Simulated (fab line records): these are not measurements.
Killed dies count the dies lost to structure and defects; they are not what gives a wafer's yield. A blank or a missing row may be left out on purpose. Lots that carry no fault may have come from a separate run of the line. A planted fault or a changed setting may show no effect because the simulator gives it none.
Lot-split experiment    flow n5 finfet    39 wafers read from 7 lots, route of 1938 steps

## ON THE SPLIT
At N5_BEOL_M14_ETCH_68 (etches SOC in N2/H2, time 450 s), the setting target depth a was moved away from the recipe's 9000 angstrom on 9 of the 39 wafers read, by -48.4% to +51.3%. The other wafers ran this setting at the recipe's value.

Reading taken at the split's own step.

## THE READING
SiARC_of_BEOL_M14_COAT_66.thk nm (the simulator's own value, which no gauge read), in nm, at N5_BEOL_M14_ETCH_68 (etches SOC in N2/H2, time 450 s). The file gives no usual value for it. Here, 30 wafers ran the recipe; their average is 65.3 nm with a standard deviation of 0.73 nm.

wafer   tool, chamber at the split  target depth a as run, angstrom  against the recipe  SiARC_of_BEOL_M14_COAT_66.thk nm, nm  against lot-mates on the recipe
L077.1  rie diel-04, 3              9000                             recipe              64.8                                  -
L077.2  rie diel-04, 1              9000                             recipe              65.2                                  -
L077.3  rie diel-04, 2,3            9000                             recipe              65.4                                  -
L077.5  rie diel-04, 2,3            9000                             recipe              65.4                                  -
L077.4  rie diel-04, 0              9000                             recipe              65                                    -
L077.6  rie diel-04, 0              9000                             recipe              64.6                                  -
L078.1  rie diel-03, 1              13620                            +51.3%              44                                    -22.5
L078.2  rie diel-03, 2              13620                            +51.3%              45                                    -21.5
L078.3  rie diel-03, 3              13620                            +51.3%              43                                    -23.5
L078.4  rie diel-03, 3,1            9000                             recipe              66                                    -
L078.5  rie diel-03, 3,1            9000                             recipe              66                                    -
L078.6  rie diel-03, 2              9000                             recipe              67.4                                  -
L085.1  rie diel-03, 0              9000                             recipe              65                                    -
L085.2  rie diel-03, 1              6701                             -25.5%              77.4                                  +11.6
L085.3  rie diel-03, 3,2            9000                             recipe              66.2                                  -
L085.4  rie diel-03, 3,2            9000                             recipe              66.2                                  -
L085.5  rie diel-03, 2,3            6701                             -25.5%              77.6                                  +11.8
L085.6  rie diel-03, 2,3            6701                             -25.5%              77.6                                  +11.8
L092.1  rie diel-04, 0              9000                             recipe              64.6                                  -
L092.2  rie diel-04, 2,3            9000                             recipe              65.4                                  -
L092.4  rie diel-04, 2,3            9000                             recipe              65.4                                  -
L092.3  rie diel-04, 1              9000                             recipe              64.4                                  -
L092.5  rie diel-04, 2              9000                             recipe              66                                    -
L092.6  rie diel-04, 3              9000                             recipe              65                                    -
L093.3  rie diel-02, 1              9000                             recipe              65.4                                  -
L093.4  rie diel-02, 2              9000                             recipe              64.8                                  -
L093.5  rie diel-02, 1              9000                             recipe              64.6                                  -
L096.1  rie diel-03, 0              4644                             -48.4%              86.4                                  +21.3
L096.2  rie diel-03, 1              4644                             -48.4%              87                                    +21.9
L096.3  rie diel-03, 3              9000                             recipe              65.8                                  -
L096.4  rie diel-03, 3              9000                             recipe              65.8                                  -
L096.5  rie diel-03, 1              4644                             -48.4%              86.8                                  +21.7
L096.6  rie diel-03, 0              9000                             recipe              63.6                                  -
L086.1  rie diel-04, 2              9000                             recipe              65.6                                  -
L086.2  rie diel-04, 1              9000                             recipe              64.6                                  -
L086.3  rie diel-04, 3,0            9000                             recipe              65                                    -
L086.4  rie diel-04, 3,0            9000                             recipe              65                                    -
L086.5  rie diel-04, 2              9000                             recipe              66                                    -
L086.6  rie diel-04, 1              9000                             recipe              64.4                                  -
Where a row lists several chambers, the file gives one row for several wafers and doesn't say which wafer went through which chamber.

FIT RESULTS
A straight line over all 39 wafers: SiARC_of_BEOL_M14_COAT_66.thk nm changes by -0.433 nm for each +1% of target depth a; r = -1.00; the points scatter about the line by 0.81 nm.
The same after taking each lot's own level away (the mean of its wafers on the recipe; 39 wafers): -0.444 nm for each +1%; r = -1.00; scatter 0.59 nm.
On that fit, the largest move of target depth a shifts the reading by 23 nm.
Across the lots, their own levels run from 64.93 to 66.47 nm, a range of 2.1 times the standard deviation given above.
The two slopes agree, so the slope changes little with the lot-to-lot level.
Check: for one of the wafers moved furthest among these (+51.3%), held out of the fit, the line's prediction against its lot-mates is -22.8 nm. Against them it came out at -22.5 nm.

## OTHER SPLITS ON THESE WAFERS
Note: prior to the reading, these wafers also went through further splits. Each is held against what the fit with the lots' levels taken away leaves over:
other split on the same wafers       wafers away from the commonest value  r with SiARC_of_BEOL_M14_COAT_66.thk nm (lot level and that fit taken away)
N5_BEOL_M5_DEP_56 target thk a       12                                    +0.10
N5_BEOL_M9_ETCH_62 time s            6                                     -0.19
N5_BEOL_M11_ILD_DEP_00 target thk a  15                                    -0.23

## THE FILE'S OWN FIT
SiARC_of_BEOL_M14_COAT_66.thk nm changes by -0.444 nm for each +1% of target depth a, r = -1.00.
